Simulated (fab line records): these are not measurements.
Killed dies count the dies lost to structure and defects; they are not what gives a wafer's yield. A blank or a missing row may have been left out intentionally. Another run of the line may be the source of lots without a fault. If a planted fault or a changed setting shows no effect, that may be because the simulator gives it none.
Matching of chambers    flow n5-finfet    N5_BEOL_M5_DEP_56 on pecvd-04 has 3 sister chambers
The step deposits SiCN from 3MS/NH3, target thk 8 nm, time 14 s. 3 wafers are shown with their chamber, then 7 later ones without.

== WAFERS WITH THEIR CHAMBER ==
wafer   chamber  showerhead-plenum-p-Torr (Torr)
L083.2  1        3.677
L092.1  2        3.669
L092.2  0        3.654

== WAFERS WITH NO CHAMBER GIVEN ==
wafer   showerhead-plenum-p-Torr (Torr)
L092.3  3.669
L095.2  3.659
L095.5  3.669
L095.6  3.689
L096.2  3.649
L096.4  3.669
L096.5  3.669

== CHAMBER TAKEN BY EACH ==
wafer   from the rows above      in truth
L092.3  can't be placed: 2 or 1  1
L095.2  can't be placed: 0 or 2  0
L095.5  can't be placed: 2 or 1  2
L095.6  can't be placed: 1 or 2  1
L096.2  0                        0
L096.4  can't be placed: 2 or 1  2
L096.5  can't be placed: 2 or 1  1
1 of 7 placed correctly. Can't be placed from these rows: 6 (the true chamber is among the candidates in 6). Wrongly placed: 0.
How it was worked out, from the rows above alone: a wafer's distance from a chamber is the root of the sum, over the readings, of the square of ((its reading less the chamber's mean) divided by the reading's scatter). The wafer belongs to the nearest chamber; if the next one is less than 2 further off, it can't be placed. A chamber's mean is the mean of its shown wafers. The scatter (one wafer shown for each chamber): square how far every hidden wafer sits from the nearest shown wafer, average those squares and take the square root.
